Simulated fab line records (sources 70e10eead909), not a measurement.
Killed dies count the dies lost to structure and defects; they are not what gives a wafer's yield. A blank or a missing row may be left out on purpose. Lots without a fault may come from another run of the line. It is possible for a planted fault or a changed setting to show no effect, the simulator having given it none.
Struck lot and sound lot, side by side :: flow nand_harc :: 15 out of 1302 route steps
Sound: wafers L137.3, L137.5, L137.6. Struck: wafers L129.2, L129.4 (left out: L129.3, a lot-mate that was not struck); the cause follows at the end.
Per side, at each step with rows, come the tool, then ch with its chambers, and then its first start. Under that, the readings that differ: sound wafers :: struck wafers :: difference of the means :: sigmas: that difference in standard deviations of wafers without a fault.
alike: a reading whose means differ by less than 2 such deviations, as well as words and numbers matching on both sides. not compared: withheld readings; readings where some wafer has no value; bounds like >300 that might hide an equal value; numbers whose values overlap and for which the record gives no deviation.
A row with sigmas, a row that says differs or no value, or rows on one side alone: a step with any of these is where the two part. Numbers that don't overlap but have no deviation are shown without sigmas and don't part them. Lack of a reading on every wafer of one side parts them only where that side has two or more wafers.

NHARC_P_M2_CD_MEAS_09: the cd target is 170 nm.
  sound on cd_sem-03 ch 0, day 13 13:07; struck on cd_sem-02 ch 0, day 9 23:07
  alike: cd_nm
NHARC_P_M2_OVL_MEAS_10: pitch 340 nm.
  sound: overlay-02 at day 13 13:11; struck: overlay-02 at day 9 23:13
  alike: overlay_x_nm, overlay_y_nm
NHARC_P_M2_INSPECT_11:
  sound: defect_inspect-02 at day 13 13:14; struck: defect_inspect-01 at day 9 23:14
  alike: raw_defect_count
NHARC_P_M2_DESCUM_14: chemistry O2, time 3 s.
  sound on rie_diel-12 ch 0,2,3, day 13 13:17; struck on rie_diel-10 ch 1,2, day 9 23:18
  alike: drypump_motor_current_A, o2_flow_sccm, oes_product_au, rf_vpp_V, showerhead_plenum_p_Torr, throttle_valve_pct
  not compared: rf_hours_counter_h
NHARC_P_M2_ETCH_35: etches the open film in N2/H2, target depth 40 nm, overetch 12 nm, time 43.94 s.
  sound on rie_diel-12 ch 0,2, day 13 13:24; struck on rie_diel-10 ch 1,2, day 9 23:23
reading: drypump_motor_current_A (A)
sound: 5.54 5.37 5.52
struck: 6.07 6.13
difference: +0.62
sigmas: +2
  alike: oes_product_au, rf_vpp_V, showerhead_plenum_p_Torr, throttle_valve_pct
  not compared: rf_hours_counter_h
NHARC_P_M2_ETCH_15: etches the open film in C4F8/Ar, target depth 182.5 nm, time 91.2 s.
  sound on rie_diel-12 ch 2,3; struck on rie_diel-10 ch 1,2
  alike: oes_product_au, rf_vpp_V
  not compared: rf_hours_counter_h
NHARC_P_M2_CD_MEAS_16:
  sound: cd_sem-01 at day 13 13:39; struck: cd_sem-02 at day 9 23:37
  alike: cd_nm
then, 4 steps without rows for these wafers: NHARC_P_M2_STRIP_18 (strips in N2/H2); NHARC_P_M2_ETCH_28 (etches the open film in CF4/N2, target depth 30 nm, time 72.99 s); NHARC_P_M2_STRIP_19 (strips in post etch residue remover, time 600 s); NHARC_P_M2_DEGAS_29 (time 60 s).
NHARC_P_M2_PRE_CLEAN_30: time 30 s.
  sound on pvd_sputter-01; struck on pvd_sputter-02
  alike: heater_power_w
NHARC_P_M2_PVD_20: deposits TaN, target thk 5 nm, time 8.06 s.
  sound: pvd_sputter-01 at day 13 14:29; struck: pvd_sputter-02 at day 10 00:31
reading: time_s (s)
sound: 8.06 8.06 8.06
struck: 12.42 12.42
difference: +4.36
sigmas: 
  alike: throttle_valve_pct
NHARC_P_M2_PVD_21: deposits Cu, target thk 30 nm, time 20.49 s.
  sound on pvd_sputter-01; struck on pvd_sputter-02
  alike: throttle_valve_pct
  not compared: time_s
-- break in the record here, with 18 days between the starts of the struck wafers on either side (left off in module P_M2, picked up again in module END, where the first step shown is number 1302 on the route) --
NHARC_END_SORT_01:
  sound on prober-01 ch 0, day 31 23:47; struck on prober-02 ch 0, day 28 02:16
  alike: defect_limited_yield, killed_at_array, killed_at_other, killed_at_periphery, killed_dies, killed_open, killed_short, sort_bin_2_pct, sort_bin_3_pct, sort_bin_4_pct, sort_n_pass, sort_rim_yield_pct, sort_yield_pct

== WHERE THEY PART ==
Only at NHARC_P_M2_ETCH_35, within this record. Later steps at which nothing parts them and some readings are alike: NHARC_P_M2_ETCH_15, NHARC_P_M2_CD_MEAS_16, NHARC_P_M2_PRE_CLEAN_30, NHARC_P_M2_PVD_20, NHARC_P_M2_PVD_21, NHARC_END_SORT_01.

WHY: whatever the simulator had introduced
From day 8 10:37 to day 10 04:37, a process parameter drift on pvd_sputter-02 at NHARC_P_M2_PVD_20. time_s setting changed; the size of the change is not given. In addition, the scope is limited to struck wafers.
